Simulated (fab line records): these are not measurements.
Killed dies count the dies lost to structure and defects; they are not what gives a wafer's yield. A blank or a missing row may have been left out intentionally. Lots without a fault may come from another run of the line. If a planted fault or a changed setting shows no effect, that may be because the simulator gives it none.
fab line records	flow nand_harc
record lots=24	wafers=72	last_day=33
route steps=1302 shown A_WL_FILL@953 A_CONTACT@999
lots that met no fault: from a run of the same line without faults
start_h: hours from the record's opening day to when the first of the lot's shown wafers began	wait_h: hours from the lot's prior step to this one	" same as the row above	L1.1+2: one row covering several wafers at once	- no value present, or no start provided	* or withheld: withheld	< > ~ a bound
route shown NAME@n: names a module that has steps shown in the file, with the first one's number in the route	usual: mean/standard deviation of fault-free wafers	same: alike in all rows	chamber/n: place in a boat	sites: per-site readings	_std_site: standard deviation of those values	_edge_site: outer sites' mean less inner sites'	radius_mm: how far each site lies from the wafer's centre	mask NAME#n: copy n	behind: the last tool/chamber to shape the wafer	hold: what put the lot on hold/how long, in hours/how the hold closed	device: which transistor (n, p or np) failed to switch	end of line: the same wafers' tests at the end of the route	for a step that has no rows: nothing shown but its recipe	killed: the dies lost at the first sort to structure and to defects; this is not the yield of the wafer	map: dies across one wafer; x = killed, . = not, _ = none there
set.NAME: the setting that was run; set.NAME@STEP: the one run at that earlier step	model.NAME: the simulator's own value behind a step, which no gauge read
route steps across a sampled set of lots; one table per step, one row per wafer
services: when a tool's chamber went out of use (start_h, in hours from the record's first day, below 0 if earlier), for how many hours, and the reason
## steps
# step NHARC_A_WL_FILL_RTA_01
# recipe temp_c=1000	time_s=5
# usual anneal_temp_c_max=1006.1/1.2	lamp_power_pct=32/5	lamp_zone_7_pct=33/5.1	wafer_temp_C_max=1006.0/1.2
lot.wafer	tool	chamber	start_h	wait_h	anneal_temp_c_max	lamp_power_pct	lamp_zone_7_pct	wafer_temp_C_max
L075.1	rtp_anneal-01	0	459.43	-	1006.0	36	37	1006.9
L075.2	"	0	"	"	1005.9	36	37	1009.6
L075.3	"	0	"	"	1005.4	37	37	1006.0
L074.1	rtp_anneal-01	0	473.81	-	1006.4	37	37	1008.1
L074.3	"	0	"	"	1004.7	36	37	1004.9
L074.4	"	0	"	"	1006.8	37	37	1007.4
L076.2	rtp_anneal-02	0	484.20	-	1006.6	26	27	1005.6
L076.5	"	0	"	"	1007.5	26	27	1006.9
L076.6	"	0	"	"	1006.0	26	27	1004.8
L077.2	rtp_anneal-02	0	492.41	-	1005.2	26	27	1005.9
L077.3	"	0	"	"	1008.1	26	27	1004.8
L077.5	"	0	"	"	1005.2	26	27	1004.5
L079.2	rtp_anneal-02	0	500.74	-	1006.5	26	27	1004.5
L079.3	"	0	"	"	1005.4	26	27	1004.9
L079.5	"	0	"	"	1006.0	26	27	1006.3
L078.3	rtp_anneal-01	0	500.93	-	1007.8	36	37	1004.8
L078.4	"	0	"	"	1005.4	36	37	1007.3
L078.6	"	0	"	"	1005.6	36	37	1006.1
L082.1	rtp_anneal-02	0	537.87	-	1006.0	26	27	1007.3
L082.2	"	0	"	"	1007.3	26	27	1004.2
L082.6	"	0	"	"	1009.4	26	27	1006.8
L081.1	rtp_anneal-02	0	538.04	-	1006.4	26	27	1006.5
L081.2	"	0	"	"	1005.5	26	27	1003.6
L081.5	"	0	"	"	1005.7	26	27	1005.6
L080.1	rtp_anneal-01	0	542.55	-	1005.2	36	37	1004.0
L080.3	"	0	"	"	1006.0	37	37	1005.4
L080.6	"	0	"	"	1007.1	37	37	1005.8
L083.1	rtp_anneal-02	0	547.89	-	1007.1	26	27	1003.6
L083.3	"	0	"	"	1006.5	26	27	1004.7
L083.5	"	0	"	"	1005.6	26	27	1005.1
L084.4	rtp_anneal-01	0	581.72	-	1004.8	36	37	1008.1
L084.5	"	0	"	"	1005.0	36	37	1006.2
L084.6	"	0	"	"	1006.0	36	37	1009.3
L085.1	rtp_anneal-02	0	590.17	-	1006.3	26	27	1004.3
L085.4	"	0	"	"	1009.8	26	27	1004.3
L085.6	"	0	"	"	1006.8	26	27	1006.4
L087.2	rtp_anneal-01	0	590.20	-	1006.8	36	37	1004.7
L087.4	"	0	"	"	1006.1	37	37	1007.8
L087.5	"	0	"	"	1005.0	37	37	1005.3
L086.1	rtp_anneal-01	0	594.01	-	1005.4	36	37	1006.7
L086.3	"	0	"	"	1006.1	36	37	1007.7
L086.6	"	0	"	"	1005.6	37	37	1005.5
L089.1	rtp_anneal-01	0	606.10	-	1004.0	37	37	1006.5
L089.3	"	0	"	"	1004.3	37	37	1005.7
L089.5	"	0	"	"	1005.6	37	37	1004.8
L088.3	rtp_anneal-01	0	611.10	-	1006.0	36	37	1005.7
L088.4	"	0	"	"	1003.2	37	37	1005.3
L088.5	"	0	"	"	1005.6	37	37	1005.8
L092.1	rtp_anneal-01	0	622.01	-	1005.1	36	37	1007.5
L092.4	"	0	"	"	1006.6	37	37	1006.5
L092.5	"	0	"	"	1005.8	36	37	1009.3
L090.1	rtp_anneal-01	0	625.83	-	1006.6	37	37	1004.3
L090.4	"	0	"	"	1004.9	36	37	1006.3
L090.5	"	0	"	"	1005.4	36	37	1005.0
L091.2	rtp_anneal-01	0	634.77	-	1005.3	36	37	1007.4
L091.4	"	0	"	"	1006.8	36	37	1005.3
L091.5	"	0	"	"	1005.4	36	37	1006.7
L093.1	rtp_anneal-01	0	665.23	-	1007.0	36	37	1006.4
L093.4	"	0	"	"	1007.6	36	37	1006.1
L093.5	"	0	"	"	1006.1	37	37	1005.6
L095.2	rtp_anneal-02	0	672.19	-	1006.8	26	27	1005.3
L095.3	"	0	"	"	1005.9	26	27	1006.0
L095.6	"	0	"	"	1007.0	26	27	1005.9
L094.1	rtp_anneal-01	0	676.58	-	1004.9	37	37	1006.1
L094.2	"	0	"	"	1005.0	37	37	1006.4
L094.4	"	0	"	"	1007.2	36	37	1006.6
L097.3	rtp_anneal-02	0	676.80	-	1006.8	26	27	1005.1
L097.4	"	0	"	"	1006.8	26	27	1005.0
L097.6	"	0	"	"	1007.7	26	27	1005.7
L096.1	rtp_anneal-02	0	691.61	-	1006.8	26	27	1007.2
L096.5	"	0	"	"	1007.4	26	27	1007.3
L096.6	"	0	"	"	1005.2	26	27	1006.4
# step NHARC_A_WL_FILL_ALD_19
# recipe target_thk_a=20	pulse_time_s=3	ald_cycles=100	temp_c=450	material=TiN
# usual heater_power_w=1119/92	precursor_pulse_height_rel=1.000/0.02
lot.wafer	tool	chamber	start_h	wait_h	heater_power_w	precursor_pulse_height_rel
L075.1	ald_metal-03	3	476.76	0.1	931	1.006
L075.2	"	0	"	"	1103	0.994
L075.3	"	1	"	"	1092	1.013
L074.3	ald_metal-02	0	491.20	0.1	1135	0.975
L074.1	"	1	"	"	1276	1.019
L074.4	"	0	"	"	1120	0.956
L076.2	ald_metal-01	0	501.35	0.2	1005	1.013
L076.6	"	1	"	"	1033	1.002
L076.5	"	2	"	"	1268	0.972
L077.3	ald_metal-01	0	509.50	0.1	1010	0.979
L077.2	"	1	"	"	1036	1.012
L077.5	"	3	"	"	1091	0.986
L079.2	ald_metal-02	3	518.62	0.1	1044	1.014
L079.3	"	1	"	"	1284	0.986
L079.5	"	3	"	"	1060	0.957
L078.3	ald_metal-03	2	518.64	0.1	1147	1.030
L078.4	"	3	"	"	933	0.995
L078.6	"	1	"	"	1106	0.964
L081.1	ald_metal-02	1	556.76	0.1	1275	0.999
L081.2	"	3	"	"	1038	0.962
L081.5	"	2	"	"	1176	0.974
L082.2	ald_metal-01	0	556.81	0.1	1014	0.997
L082.1	"	1	"	"	1005	0.977
L082.6	"	2	"	"	1214	1.007
L080.3	ald_metal-03	1	559.74	0.1	1093	1.021
L080.1	"	2	"	"	1181	0.999
L080.6	"	1	"	"	1088	1.019
L083.3	ald_metal-01	0	566.34	0.1	1028	0.963
L083.1	"	2	"	"	1198	1.033
L083.5	"	1	"	"	1027	1.039
L084.4	ald_metal-01	3	599.74	0.1	1107	0.995
L084.5	"	2	"	"	1227	1.016
L084.6	"	3	"	"	1115	0.969
L087.4	ald_metal-01	2	609.30	0.1	1235	0.987
L087.2	"	1	"	"	1004	1.000
L087.5	"	2	"	"	1212	1.016
L086.1	ald_metal-03	1	609.32	0.1	1107	1.005
L086.3	"	3	"	"	975	0.980
L086.6	"	0	"	"	1128	0.973
L085.4	ald_metal-02	1	609.34	0.1	1284	1.002
L085.1	"	2	"	"	1168	0.999
L085.6	"	3	"	"	1071	0.997
L089.1	ald_metal-01	2	624.11	0.1	1189	0.983
L089.3	"	0	"	"	995	1.012
L089.5	"	0	"	"	1018	0.991
L088.4	ald_metal-02	2	627.75	0.1	1139	1.038
L088.3	"	3	"	"	1009	1.011
L088.5	"	0	"	"	1276	0.991
L092.1	ald_metal-02	2	641.21	0.1	1133	1.024
L092.4	"	0	"	"	1247	0.993
L092.5	"	2	"	"	1150	1.012
L090.1	ald_metal-01	0	643.75	0.1	1023	0.980
L090.4	"	1	"	"	1039	0.989
L090.5	"	0	"	"	1027	1.019
L091.4	ald_metal-02	1	651.37	0.1	1248	1.015
L091.2	"	2	"	"	1126	0.979
L091.5	"	0	"	"	1305	1.006
L093.4	ald_metal-01	2	684.82	0.1	1216	0.986
L093.1	"	3	"	"	1106	0.991
L093.5	"	0	"	"	1016	1.005
L095.2	ald_metal-02	2	689.39	0.1	1137	0.996
L095.3	"	0	"	"	1280	0.999
L095.6	"	2	"	"	1126	1.029
L097.3	ald_metal-03	0	693.11	0.1	1115	0.990
L097.4	"	1	"	"	1093	1.025
L097.6	"	1	"	"	1066	0.991
L094.2	ald_metal-02	2	693.13	0.1	1178	1.023
L094.1	"	0	"	"	1268	1.006
L094.4	"	1	"	"	1240	1.029
L096.1	ald_metal-03	2	708.46	0.2	1068	0.983
L096.5	"	3	"	"	981	1.024
L096.6	"	0	"	"	1126	1.002
# step NHARC_A_WL_FILL_CMP_12
# recipe t_overpolish_s=30	target_thk_nm=100
# usual motor_current_A=12.0/1.5	overpolish_run_s=29.999/0.0084	time_to_endpoint_s=19/3.2
lot.wafer	tool	chamber	start_h	wait_h	motor_current_A	overpolish_run_s	time_to_endpoint_s
L075.3	cmp-03	2	477.14	0.1	10.5	29.997	15
L075.1	"	0	"	"	11.4	29.983	20
L075.2	"	1	"	"	12.4	30.002	17
L074.3	cmp-04	0	491.64	0.1	9.1	29.997	15
L074.1	"	1	"	"	15.4	30.005	19
L074.4	"	2	"	"	11.0	29.993	16
L076.2	cmp-03	2	501.70	0.2	11.3	30.000	16
L076.6	"	1	"	"	12.5	30.012	21
L076.5	"	2	"	"	10.4	30.006	16
L077.3	cmp-01	0	509.86	0.1	13.7	30.010	18
L077.2	"	3	"	"	11.3	29.996	21
L077.5	"	0	"	"	14.5	30.005	17
L078.3	cmp-01	3	519.19	0.2	10.8	29.995	16
L078.4	"	0	"	"	14.1	29.993	18
L078.6	"	1	"	"	15.1	30.016	18
L079.2	cmp-01	3	519.44	0.3	11.3	30.014	17
L079.3	"	0	"	"	14.6	30.001	19
L079.5	"	3	"	"	10.9	30.000	19
L082.1	cmp-01	3	557.55	0.2	11.5	29.995	15
L082.2	"	2	"	"	11.6	29.997	11
L082.6	"	0	"	"	14.5	30.002	17
L081.2	cmp-04	3	557.71	0.2	12.5	29.984	19
L081.1	"	1	"	"	15.8	29.987	23
L081.5	"	2	"	"	10.5	29.997	19
L080.1	cmp-01	3	560.30	0.2	11.0	30.003	20
L080.3	"	0	"	"	14.4	30.002	17
L080.6	"	2	"	"	11.4	29.994	15
L083.3	cmp-04	3	566.75	0.1	12.8	29.996	20
L083.1	"	0	"	"	9.7	29.995	20
L083.5	"	2	"	"	11.3	30.005	21
L084.4	cmp-03	2	600.10	0.1	10.7	30.008	17
L084.5	"	2	"	"	10.7	29.998	18
L084.6	"	3	"	"	10.1	29.992	20
L086.3	cmp-03	3	609.68	0.1	10.4	29.998	23
L086.1	"	1	"	"	12.3	29.993	22
L086.6	"	3	"	"	10.8	29.983	21
L085.1	cmp-03	0	609.88	0.4	11.2	29.996	27
L085.4	"	1	"	"	12.1	29.988	22
L085.6	"	3	"	"	10.3	29.998	23
L087.2	cmp-03	0	609.98	0.3	11.8	30.011	24
L087.4	"	3	"	"	10.3	29.993	24
L087.5	"	1	"	"	12.1	29.997	24
L089.3	cmp-01	3	624.56	0.1	11.6	29.997	21
L089.1	"	1	"	"	13.8	30.004	21
L089.5	"	0	"	"	14.4	29.990	19
L088.4	cmp-01	3	628.09	0.1	11.3	29.995	19
L088.3	"	2	"	"	12.0	29.979	13
L088.5	"	0	"	"	14.5	30.003	19
L092.1	cmp-01	2	641.88	0.2	11.4	29.996	16
L092.4	"	3	"	"	10.6	29.989	22
L092.5	"	1	"	"	13.5	29.987	24
L090.4	cmp-03	0	644.49	0.1	11.6	30.006	23
L090.1	"	2	"	"	10.2	30.009	16
L090.5	"	3	"	"	10.4	29.999	20
L091.4	cmp-04	2	651.75	0.1	10.9	30.006	21
L091.2	"	0	"	"	9.5	30.002	21
L091.5	"	2	"	"	10.8	30.012	19
L093.1	cmp-01	2	685.19	0.2	11.5	29.994	15
L093.4	"	0	"	"	14.5	29.996	18
L093.5	"	1	"	"	13.6	29.995	19
L095.3	cmp-03	0	689.77	0.1	11.8	29.997	21
L095.2	"	2	"	"	11.1	29.993	18
L095.6	"	0	"	"	11.4	29.984	26
L094.1	cmp-03	3	693.51	0.1	10.2	29.998	22
L094.4	"	0	"	"	12.3	29.997	21
L094.2	"	2	"	"	10.9	30.015	19
L097.4	cmp-01	0	693.54	0.2	14.8	29.994	18
L097.3	"	1	"	"	14.2	29.999	20
L097.6	"	3	"	"	11.6	30.001	19
L096.1	cmp-01	3	708.83	0.2	11.2	29.992	20
L096.5	"	1	"	"	13.7	29.985	24
L096.6	"	2	"	"	12.7	29.988	15
# step NHARC_A_WL_FILL_INSPECT_15
# usual raw_defect_count=449/89
lot.wafer	tool	chamber	start_h	wait_h	raw_defect_count
L075.1	defect_inspect-02	-	477.63	0.0	362
L075.2	"	-	"	"	415
L075.3	"	-	"	"	415
L074.1	defect_inspect-01	-	492.10	0.0	327
L074.3	"	-	"	"	355
L074.4	"	-	"	"	295
L076.2	defect_inspect-01	-	502.13	0.0	366
L076.5	"	-	"	"	493
L076.6	"	-	"	"	485
L077.2	defect_inspect-01	-	510.32	0.0	402
L077.3	"	-	"	"	492
L077.5	"	-	"	"	676
L078.3	defect_inspect-02	-	519.62	0.0	446
L078.4	"	-	"	"	430
L078.6	"	-	"	"	335
L079.2	defect_inspect-02	-	519.91	0.0	367
L079.3	"	-	"	"	391
L079.5	"	-	"	"	377
L082.1	defect_inspect-02	-	558.02	0.0	469
L082.2	"	-	"	"	358
L082.6	"	-	"	"	647
L081.1	defect_inspect-01	-	558.19	0.1	420
L081.2	"	-	"	"	413
L081.5	"	-	"	"	533
L080.1	defect_inspect-02	-	560.74	0.0	477
L080.3	"	-	"	"	442
L080.6	"	-	"	"	478
L083.1	defect_inspect-01	-	567.21	0.0	369
L083.3	"	-	"	"	316
L083.5	"	-	"	"	454
L084.4	defect_inspect-01	-	600.57	0.0	380
L084.5	"	-	"	"	397
L084.6	"	-	"	"	490
L086.1	defect_inspect-02	-	610.15	0.0	429
L086.3	"	-	"	"	423
L086.6	"	-	"	"	372
L085.1	defect_inspect-01	-	610.30	0.0	442
L085.4	"	-	"	"	431
L085.6	"	-	"	"	474
L087.2	defect_inspect-01	-	610.45	0.0	403
L087.4	"	-	"	"	395
L087.5	"	-	"	"	371
L089.1	defect_inspect-02	-	625.03	0.0	457
L089.3	"	-	"	"	454
L089.5	"	-	"	"	502
L088.3	defect_inspect-02	-	628.55	0.0	433
L088.4	"	-	"	"	538
L088.5	"	-	"	"	388
L092.1	defect_inspect-02	-	642.32	0.0	354
L092.4	"	-	"	"	438
L092.5	"	-	"	"	498
L090.1	defect_inspect-01	-	644.95	0.0	392
L090.4	"	-	"	"	404
L090.5	"	-	"	"	689
L091.2	defect_inspect-01	-	652.20	0.0	517
L091.4	"	-	"	"	436
L091.5	"	-	"	"	542
L093.1	defect_inspect-01	-	685.65	0.0	448
L093.4	"	-	"	"	374
L093.5	"	-	"	"	574
L095.2	defect_inspect-01	-	690.24	0.0	585
L095.3	"	-	"	"	465
L095.6	"	-	"	"	474
L094.1	defect_inspect-02	-	693.98	0.0	393
L094.2	"	-	"	"	355
L094.4	"	-	"	"	511
L097.3	defect_inspect-01	-	693.98	0.0	590
L097.4	"	-	"	"	559
L097.6	"	-	"	"	596
L096.1	defect_inspect-02	-	709.27	0.1	405
L096.5	"	-	"	"	389
L096.6	"	-	"	"	441
# step NHARC_A_CONTACT_INSPECT_44
# usual raw_defect_count=83/35
lot.wafer	tool	chamber	start_h	wait_h	raw_defect_count
L075.1	defect_inspect-01	-	483.58	0.0	98
L075.2	"	-	"	"	115
L075.3	"	-	"	"	91
L074.1	defect_inspect-01	-	502.72	0.0	17
L074.3	"	-	"	"	16
L074.4	"	-	"	"	15
L076.2	defect_inspect-02	-	507.78	0.0	55
L076.5	"	-	"	"	63
L076.6	"	-	"	"	71
L077.2	defect_inspect-01	-	516.07	0.0	118
L077.3	"	-	"	"	120
L077.5	"	-	"	"	107
L078.3	defect_inspect-02	-	529.28	0.0	107
L078.4	"	-	"	"	91
L078.6	"	-	"	"	104
L079.2	defect_inspect-02	-	530.27	0.0	64
L079.3	"	-	"	"	68
L079.5	"	-	"	"	50
L082.1	defect_inspect-01	-	563.84	0.0	28
L082.2	"	-	"	"	28
L082.6	"	-	"	"	27
L081.1	defect_inspect-01	-	564.86	0.0	118
L081.2	"	-	"	"	106
L081.5	"	-	"	"	124
L080.1	defect_inspect-02	-	567.84	0.0	134
L080.3	"	-	"	"	117
L080.6	"	-	"	"	119
L083.1	defect_inspect-01	-	573.05	0.0	109
L083.3	"	-	"	"	95
L083.5	"	-	"	"	121
L084.4	defect_inspect-02	-	606.28	0.0	74
L084.5	"	-	"	"	69
L084.6	"	-	"	"	74
L086.1	defect_inspect-02	-	615.90	0.0	109
L086.3	"	-	"	"	103
L086.6	"	-	"	"	127
L085.1	defect_inspect-01	-	617.74	0.0	122
L085.4	"	-	"	"	127
L085.6	"	-	"	"	107
L087.2	defect_inspect-02	-	620.15	0.0	57
L087.4	"	-	"	"	51
L087.5	"	-	"	"	44
L089.1	defect_inspect-02	-	632.62	0.0	145
L089.3	"	-	"	"	144
L089.5	"	-	"	"	145
L088.3	defect_inspect-02	-	637.06	0.0	17
L088.4	"	-	"	"	18
L088.5	"	-	"	"	16
L092.1	defect_inspect-02	-	648.01	0.0	101
L092.4	"	-	"	"	120
L092.5	"	-	"	"	97
L090.1	defect_inspect-01	-	652.19	0.0	75
L090.4	"	-	"	"	56
L090.5	"	-	"	"	57
L091.2	defect_inspect-01	-	657.89	0.0	111
L091.4	"	-	"	"	114
L091.5	"	-	"	"	99
L093.1	defect_inspect-02	-	691.43	0.0	78
L093.4	"	-	"	"	69
L093.5	"	-	"	"	70
L095.2	defect_inspect-01	-	696.15	0.0	77
L095.3	"	-	"	"	66
L095.6	"	-	"	"	70
L097.3	defect_inspect-01	-	700.44	0.0	92
L097.4	"	-	"	"	90
L097.6	"	-	"	"	85
L094.1	defect_inspect-02	-	701.04	0.0	32
L094.2	"	-	"	"	38
L094.4	"	-	"	"	35
L096.1	defect_inspect-01	-	719.16	0.0	104
L096.5	"	-	"	"	106
L096.6	"	-	"	"	107
# step NHARC_A_CONTACT_ETCH_48
# recipe target_depth_a=390	over_etch_frac=0.3	time_s=65	ion_energy_ev=80	cf4_flow_sccm=150	ar_flow_sccm=0	rf_w=300	bias_w=100	chemistry=CF4
# usual drypump_motor_current_A=5.6/0.57	oes_product_au=1.003/0.011	rf_vpp_V=151.5/1.2	showerhead_plenum_p_Torr=1.78/0.059	throttle_valve_pct=13.284/0.0096
# same over_etch_frac=0.3
lot.wafer	tool	chamber	start_h	wait_h	drypump_motor_current_A	oes_product_au	rf_hours_counter_h	rf_vpp_V	showerhead_plenum_p_Torr	throttle_valve_pct
L075.1	rie_diel-05	3	483.72	0.1	5.3	0.996	21	151.4	1.79	13.294
L075.3	"	0	"	"	4.7	1.003	23	151.1	1.80	13.281
L075.2	"	2	"	"	6.2	0.985	21	154.1	1.89	13.299
L074.4	rie_diel-05	0	502.86	0.1	4.7	0.999	27	152.4	1.80	13.296
L074.3	"	2	"	"	6.2	0.987	27	153.1	1.88	13.291
L074.1	"	3	"	"	5.3	0.994	26	151.3	1.78	13.266
L076.2	rie_diel-06	1	507.95	0.1	5.1	1.005	3	152.3	1.73	13.276
L076.5	"	2	"	"	6.3	1.010	-	152.5	1.81	13.282
L076.6	"	3	"	"	5.3	1.017	-	151.2	1.77	13.274
L077.3	rie_diel-05	3	516.26	0.1	5.3	0.989	33	151.9	1.78	13.270
L077.2	"	0	"	"	4.7	1.001	34	151.1	1.80	13.284
L077.5	"	2	"	"	6.2	0.985	-	152.3	1.88	13.287
L078.3	rie_diel-05	1	529.43	0.1	5.5	1.003	36	151.5	1.68	13.290
L078.4	"	2	"	"	6.2	0.995	40	153.1	1.88	13.286
L078.6	"	1	"	"	5.5	1.004	-	150.2	1.68	13.297
L079.3	rie_diel-06	0	530.42	0.1	6.4	1.014	6	151.9	1.84	13.271
L079.2	"	3	"	"	5.3	1.012	5	151.3	1.77	13.264
L079.5	"	0	"	"	6.4	1.003	-	153.2	1.84	13.274
L082.1	rie_diel-06	1	563.99	0.1	5.1	0.996	9	150.0	1.73	13.299
L082.2	"	0	"	"	6.4	1.006	8	150.6	1.84	13.284
L082.6	"	1	"	"	5.1	0.987	-	151.3	1.73	13.279
L081.1	rie_diel-05	2	565.00	0.1	6.2	0.991	48	152.3	1.88	13.279
L081.2	"	0	"	"	4.7	1.004	50	150.7	1.79	13.289
L081.5	"	2	"	"	6.2	1.007	-	152.6	1.88	13.279
L080.1	rie_diel-06	2	567.99	0.1	6.3	1.017	10	152.7	1.81	13.276
L080.3	"	0	"	"	6.4	1.021	10	153.9	1.84	13.277
L080.6	"	2	"	"	6.3	1.020	-	152.5	1.81	13.282
L083.1	rie_diel-05	0	573.19	0.1	4.7	0.998	53	151.2	1.79	13.285
L083.3	"	2	"	"	6.2	0.993	52	152.4	1.88	13.266
L083.5	"	0	"	"	4.7	1.000	-	152.2	1.79	13.276
L084.4	rie_diel-06	1	606.42	0.1	5.1	0.992	16	151.8	1.73	13.285
L084.5	"	1	"	"	5.1	0.994	-	151.3	1.73	13.294
L084.6	"	2	"	"	6.3	1.008	-	152.0	1.81	13.276
L086.1	rie_diel-05	3	616.06	0.1	5.3	1.026	5	151.1	1.77	13.284
L086.3	"	0	"	"	4.7	1.010	4	151.2	1.79	13.287
L086.6	"	3	"	"	5.3	1.020	-	150.7	1.77	13.290
L085.4	rie_diel-06	0	617.95	0.1	6.4	1.020	17	151.7	1.84	13.285
L085.1	"	1	"	"	5.0	1.002	18	149.6	1.73	13.287
L085.6	"	2	"	"	6.3	1.005	-	151.3	1.81	13.286
L087.4	rie_diel-05	0	620.29	0.1	4.7	1.001	5	151.9	1.79	13.280
L087.2	"	1	"	"	5.5	0.993	6	150.0	1.67	13.280
L087.5	"	1	"	"	5.5	0.987	-	149.1	1.67	13.275
L089.3	rie_diel-06	1	632.79	0.1	5.0	1.000	21	150.1	1.73	13.285
L089.1	"	3	"	"	5.3	1.012	20	152.0	1.77	13.283
L089.5	"	3	"	"	5.4	1.011	-	151.4	1.77	13.305
L088.4	rie_diel-05	2	637.55	0.3	6.2	1.004	11	153.2	1.87	13.293
L088.3	"	3	"	"	5.3	1.010	10	150.3	1.77	13.293
L088.5	"	1	"	"	5.5	0.998	-	150.3	1.67	13.295
L092.1	rie_diel-05	1	648.16	0.1	5.5	1.005	19	149.3	1.67	13.287
L092.4	"	3	"	"	5.3	1.011	15	150.5	1.77	13.292
L092.5	"	0	"	"	4.7	0.988	-	150.7	1.79	13.275
L090.1	rie_diel-06	3	652.37	0.1	5.3	1.013	26	152.1	1.77	13.297
L090.4	"	0	"	"	6.4	1.012	25	150.7	1.84	13.295
L090.5	"	2	"	"	6.3	1.017	-	151.6	1.81	13.303
L091.2	rie_diel-06	2	658.03	0.1	6.3	1.024	27	150.4	1.81	13.279
L091.4	"	3	"	"	5.3	1.014	27	149.6	1.77	13.276
L091.5	"	2	"	"	6.3	1.032	-	153.3	1.81	13.292
L093.4	rie_diel-06	2	691.58	0.1	6.3	1.008	1	153.1	1.80	13.290
L093.1	"	0	"	"	6.4	1.001	1	154.0	1.84	13.278
L093.5	"	3	"	"	5.3	0.991	-	152.0	1.77	13.268
L095.3	rie_diel-06	0	696.30	0.1	6.4	0.990	2	152.2	1.84	13.293
L095.2	"	1	"	"	5.0	0.978	3	151.4	1.72	13.289
L095.6	"	3	"	"	5.3	0.996	-	152.4	1.77	13.255
L097.4	rie_diel-06	2	700.58	0.1	6.3	0.997	4	152.1	1.80	13.277
L097.3	"	3	"	"	5.3	0.995	3	152.1	1.76	13.295
L097.6	"	2	"	"	6.3	1.011	-	152.2	1.80	13.282
L094.2	rie_diel-07	3	701.22	0.1	6.2	0.996	16	150.3	1.79	13.277
L094.1	"	0	"	"	5.9	1.007	15	152.2	1.81	13.282
L094.4	"	1	"	"	5.8	1.012	12	152.7	1.87	13.287
L096.1	rie_diel-05	1	719.31	0.1	5.5	1.007	40	150.0	1.66	13.284
L096.6	"	1	"	"	5.5	1.013	-	150.8	1.66	13.296
L096.5	"	2	"	"	6.2	1.004	-	153.5	1.86	13.285
## services
tool	chamber	start_h	hours	kind
ald_metal-01	2	439.14	15.2	repair
ald_metal-02	1	441.98	5.0	repair
rie_diel-06	1	462.22	10.3	repair
cmp-03	-	465.03	4.0	pm
rie_diel-05	-	466.57	7.1	repair
cmp-01	-	479.50	4.0	pm
rie_diel-06	-	484.35	9.0	pm
ald_metal-02	3	486.09	27.1	repair
cmp-01	-	488.94	2.2	repair
ald_metal-02	2	496.58	27.3	repair
ald_metal-02	0	505.83	65.1	repair
ald_metal-01	-	526.00	10.0	pm
ald_metal-02	3	529.44	12.0	repair
rie_diel-05	1	535.89	5.3	repair
rie_diel-05	0	553.50	2.5	repair
cmp-01	-	568.86	0.6	repair
cmp-01	-	577.50	4.0	pm
rie_diel-05	-	583.75	9.0	pm
cmp-01	-	600.33	12.9	repair
rie_diel-05	3	611.77	3.0	repair
rie_diel-06	2	630.23	8.0	repair
rie_diel-06	-	661.35	9.0	pm
cmp-01	-	675.50	4.0	pm
cmp-01	-	710.36	0.9	repair
## key
fault none
